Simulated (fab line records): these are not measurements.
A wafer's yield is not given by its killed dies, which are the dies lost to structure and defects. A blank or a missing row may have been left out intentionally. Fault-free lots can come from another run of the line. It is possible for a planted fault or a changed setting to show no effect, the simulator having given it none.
A lot that was struck, set against a sound lot + flow n5Finfet + 34 steps out of a route of 1938
Sound: these wafers, L692.1, L692.2, L692.4. Struck: wafers L706.1, L706.3, L706.6. The cause is given at the end.
Order at every step that has rows: each side's tool, ch and its chambers, its first start. Under that, the readings that differ: sound wafers + struck wafers + difference of the means + sigmas: that difference in standard deviations of wafers without a fault.
alike: words and numbers the same on both sides, and readings whose means are apart by under 2 such deviations; not compared: readings that were withheld, readings missing a value for some wafer, numbers with overlapping values and no deviation given by the record, and bounds like >300 which may hide the same value.
Wherever a step has rows on one side only, a row that says differs or no value, or a row with sigmas, the two part there. Numbers that don't overlap but have no deviation are shown without sigmas and don't part them. A reading missing from all wafers of one side parts the sides only when that side holds two or more wafers.

first, 9 steps without rows for these wafers: N5_BEOL_M7_DEVELOP_27 (develop time 30 s); N5_BEOL_M7_DESCUM_33 (chemistry O2, time 7 s); N5_BEOL_M7_ETCH_72 (etches underlayer in N2/H2, target depth 6.5 nm, time 5.2 s); N5_BEOL_M7_ETCH_65 (etches SiARC in CF4, target depth 15.6 nm, time 26 s); N5_BEOL_M7_ETCH_66 (etches SOC in N2/H2, target depth 80 nm, overetch 16 nm, time 120 s); N5_BEOL_M7_STRIP_69 (strips in N2/H2); N5_BEOL_M7_STRIP_73 (strips in N2/H2); N5_BEOL_M7_VIA_ETCH_34 (etches SiCOH lowk in C4F6/O2, target depth 125.5 nm, time 50.5 s); N5_BEOL_M7_STRIP_76 (strips in C4F6/O2).
N5_BEOL_M7_STRIP_36: strips in N2/H2.
  sound on rieDiel-04 ch 0,2,3, day 9 19:07; struck on rieDiel-02 ch 0,1, day 12 18:40
  alike: drypumpMotorCurrentA, oesProductAu, rfVppV, showerheadPlenumPTorr, throttleValvePct
  not compared: rfHoursCounterH
then, 23 steps without rows for these wafers: N5_BEOL_M7_TRENCH_ETCH_37 (etches SiCOH lowk in C4F6/O2, target depth 93.478 nm, time 31.2 s); N5_BEOL_M7_ETCH_41 (etches SiCN in CH3F/O2, target depth 31.9 nm, time 57.8 s); N5_BEOL_M7_STRIP_80 (strips in N2/H2, time 10 s); N5_BEOL_M7_HM_STRIP_39 (strips TiN in peroxide tin strip, target depth 25 nm, time 158 s); N5_BEOL_M7_SRD_40 (time 30 s); N5_BEOL_M7_PRECLEAN_42 (cleans in residue remover, time 60 s); N5_BEOL_M7_SRD_43 (time 30 s); N5_BEOL_M7_CURE_75 (cures SiCOH lowk, time 120 s); N5_BEOL_M7_DEGAS_44 (time 60 s); N5_BEOL_M7_PRE_CLEAN_45 (time 30 s); N5_BEOL_M7_ALD_77 (deposits TaN, target thk 2 nm, pulse time 2 s, purge time 3 s); N5_BEOL_M7_SURFACE_TREAT_79; N5_BEOL_M7_CVD_78 (deposits Co from CCTBA/H2, target thk 2 nm, time 142.3 s); N5_BEOL_M7_SPUTTER_48 (material Cu, target thk 10 nm, time 1.667 s); N5_BEOL_M7_ECD_50 (material Cu, target thk 300 nm); N5_BEOL_M7_ANNEAL_51 (time 90 s); N5_BEOL_M7_CMP_52 (polishes, stops on SiCOH lowk, t overpolish 6.9 s, target thk 80 nm); N5_BEOL_M7_PRE_CLEAN_55 (time 15 s); N5_BEOL_M7_DEP_56 (deposits SiCN from 3MS/NH3, target thk 10 nm, time 17.5 s); N5_BEOL_M8_ILD_DEP_00 (deposits SiCOH lowk from DEMS/porogen, target thk 179.75 nm, time 33.4 s); N5_BEOL_M8_CURE_74 (cures SiCOH lowk, time 240 s); N5_BEOL_M8_PECVD_70 (deposits SiO2 from TEOS/O2, target thk 20 nm, time 22.7 s); N5_BEOL_M8_HM_DEP_02 (deposits TiN, target thk 20 nm).
-- the record jumps here: 3 days lie between the struck wafers' starts before and after (it left off in module BEOL_M8 and takes up again in module PASSIVATION, whose first step shown is number 1936 of the route) --
N5_PASSIVATION_PROBE_49:
  record: rows for the struck wafers here (prober-02, day 15 21:08), none for the sound ones

== WHERE THEY PART ==
N5_PASSIVATION_PROBE_49 only, going by this record.

WHY: what the simulator had put in
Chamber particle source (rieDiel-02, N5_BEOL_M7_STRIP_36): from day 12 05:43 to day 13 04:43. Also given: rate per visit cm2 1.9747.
